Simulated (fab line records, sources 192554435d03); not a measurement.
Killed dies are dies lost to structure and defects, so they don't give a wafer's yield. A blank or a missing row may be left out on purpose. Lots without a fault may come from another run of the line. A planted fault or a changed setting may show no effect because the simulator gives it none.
Which tool did it? | flow n5_finfet | 24 lots, 72 wafers sampled, at 2 steps of a route of 1938

WHAT THE GAUGES READ, wafer by wafer
N5_BEOL_M0_CUTY_INSPECT_59: inspects for defects (macro).
lot  | measured     | on                | raw_defect_count
L074 | day 5 17:47  | defect_inspect-01 | 1 1 1
L075 | day 5 23:28  | defect_inspect-02 | 1 3 3
L076 | day 6 04:12  | defect_inspect-01 | 3 1 4
L077 | day 6 10:00  | defect_inspect-02 | 1 4 2
L078 | day 6 21:39  | defect_inspect-01 | 1 2 2
L079 | day 7 02:01  | defect_inspect-02 | 5 2 3
L080 | day 7 08:04  | defect_inspect-01 | 2 1 0
L081 | day 7 13:06  | defect_inspect-02 | 2 2 2
L082 | day 7 16:13  | defect_inspect-02 | 3 1 2
L083 | day 8 00:43  | defect_inspect-01 | 3 0 3
L084 | day 8 05:32  | defect_inspect-01 | 2 2 4
L085 | day 8 17:17  | defect_inspect-01 | 1 3 4
L086 | day 8 19:47  | defect_inspect-02 | 1 4 4
L087 | day 9 03:11  | defect_inspect-02 | 2 2 1
L088 | day 9 07:21  | defect_inspect-02 | 1 1 2
L089 | day 9 12:12  | defect_inspect-02 | 4 3 4
L090 | day 9 18:02  | defect_inspect-02 | 3 1 0
L091 | day 9 23:02  | defect_inspect-01 | 1 1 0
L092 | day 10 03:10 | defect_inspect-01 | 1 3 2
L093 | day 10 06:35 | defect_inspect-02 | 4 3 2
L094 | day 10 21:01 | defect_inspect-01 | 2 2 1
L095 | day 11 02:29 | defect_inspect-02 | 1 1 5
L096 | day 11 06:17 | defect_inspect-01 | 1 2 1
L097 | day 11 14:25 | defect_inspect-01 | 1 4 1

WHICH TOOL RAN EACH LOT (tool, then ch and the chambers of the sampled wafers, then the start)
lot  | N5_BEOL_M0_SAQP_ETCH_49
L074 | rie_diel-02 ch 0,1, day 5 17:22
L075 | rie_diel-02 ch 0,1,3, day 5 22:56
L076 | rie_diel-06 ch 0,3, day 6 03:39
L077 | rie_diel-06 ch 1,2, day 6 09:27
L078 | rie_diel-02 ch 1,2, day 6 21:06
L079 | rie_diel-01 ch 1,2, day 7 01:26
L080 | rie_diel-06 ch 0,1, day 7 07:38
L081 | rie_diel-01 ch 1,2,3, day 7 12:40
L082 | rie_diel-06 ch 0,1,2, day 7 15:47
L083 | rie_diel-06 ch 0,1,3, day 8 00:17
L084 | rie_diel-06 ch 0,2, day 8 04:58
L085 | rie_diel-02 ch 0,2,3, day 8 16:44
L086 | rie_diel-01 ch 1,3, day 8 19:14
L087 | rie_diel-06 ch 2,3, day 9 02:38
L088 | rie_diel-02 ch 0,1,2, day 9 06:56
L089 | rie_diel-02 ch 0,3, day 9 11:39
L090 | rie_diel-02 ch 0,2, day 9 17:36
L091 | rie_diel-06 ch 0,2, day 9 22:29
L092 | rie_diel-06 ch 0,3, day 10 02:37
L093 | rie_diel-01 ch 1,2, day 10 06:03
L094 | rie_diel-06 ch 0,2,3, day 10 20:36
L095 | rie_diel-01 ch 0,2, day 11 01:56
L096 | rie_diel-06 ch 1,2,3, day 11 05:44
L097 | rie_diel-06 ch 0,2, day 11 13:52
- N5_BEOL_M0_SAQP_ETCH_49: etches SiO2 in CF4/O2, target depth 37 nm.

WHAT THE TOOLS THEMSELVES READ (means of the sampled wafers that have a number; where no wafer has one, the mark that the record gives instead)
N5_BEOL_M0_SAQP_ETCH_49.
lot  | tool        | cf4_flow_sccm (sccm) | drypump_motor_current_A (A) | oes_product_au (a.u.) | rf_vpp_V (V) | showerhead_plenum_p_Torr (Torr) | throttle_valve_pct (%)
L074 | rie_diel-02 | 99.7                 | 5.7                         | 0.72                  | 239          | 2.10                            | 16.05
L075 | rie_diel-02 | 99.9                 | 5.8                         | 0.72                  | 236          | 2.13                            | 15.92
L076 | rie_diel-06 | 99.9                 | 5.8                         | 0.78                  | 238          | 2.20                            | 15.81
L077 | rie_diel-06 | 99.9                 | 5.4                         | 0.69                  | 243          | 2.21                            | 15.91
L078 | rie_diel-02 | 100.1                | 5.4                         | 0.76                  | 235          | 2.17                            | 15.67
L079 | rie_diel-01 | 100.2                | 6.2                         | 0.85                  | 242          | 2.18                            | 15.65
L080 | rie_diel-06 | 99.9                 | 5.6                         | 0.67                  | 241          | 2.17                            | 15.88
L081 | rie_diel-01 | 100.0                | 6.0                         | 0.81                  | 241          | 2.23                            | 15.69
L082 | rie_diel-06 | 100.2                | 5.5                         | 0.69                  | 241          | 2.21                            | 15.97
L083 | rie_diel-06 | 99.9                 | 5.6                         | 0.75                  | 240          | 2.19                            | 15.79
L084 | rie_diel-06 | 99.9                 | 5.7                         | 0.70                  | 239          | 2.21                            | 16.02
L085 | rie_diel-02 | 100.1                | 6.0                         | 0.69                  | 238          | 2.18                            | 16.10
L086 | rie_diel-01 | 99.8                 | 6.1                         | 0.85                  | 240          | 2.26                            | 15.74
L087 | rie_diel-06 | 100.2                | 5.4                         | 0.82                  | 241          | 2.26                            | 15.75
L088 | rie_diel-02 | 100.0                | 5.6                         | 0.71                  | 238          | 2.15                            | 15.98
L089 | rie_diel-02 | 100.1                | 6.2                         | 0.67                  | 236          | 2.14                            | 16.09
L090 | rie_diel-02 | 100.2                | 5.8                         | 0.70                  | 239          | 2.21                            | 16.12
L091 | rie_diel-06 | 99.7                 | 5.7                         | 0.86                  | 237          | 2.21                            | 15.75
L092 | rie_diel-06 | 99.8                 | 5.8                         | 0.92                  | 238          | 2.18                            | 15.56
L093 | rie_diel-01 | 100.1                | 6.2                         | 0.82                  | 242          | 2.17                            | 15.69
L094 | rie_diel-06 | 99.8                 | 5.5                         | 0.83                  | 240          | 2.22                            | 15.77
L095 | rie_diel-01 | 99.4                 | 5.5                         | 0.74                  | 240          | 2.20                            | 15.84
L096 | rie_diel-06 | 100.0                | 5.4                         | 0.85                  | 241          | 2.22                            | 15.72
L097 | rie_diel-06 | 100.0                | 5.7                         | 0.84                  | 238          | 2.20                            | 15.78

THE ANSWER, worked out from the rows above alone
Rule: what is usual is taken from the lots themselves. Put in order of their means at a reading, lots are off if they are a third of the lots or fewer, leave a main group of 4 or more, and stand apart from it by a gap of 3 or more times the standard deviation of the main group's means; of several such gaps the widest counts. A main group whose means are all the same, to the digits that the tables above print for the reading, isn't used. A lot without any number at a reading at which 4 lots or more have one is off too. The other lots that the step has rows for count as sound. The gauges are gone through in route order, then the tools' own readings, and for those a lot's mean is taken as printed above. The first step at which some lot is off is used, and at that step the reading that is off furthest; a lot without a number counts as furthest.
No lot is off at any reading shown: from this, nothing can be told.

WHAT THE SIMULATOR HAD PUT IN
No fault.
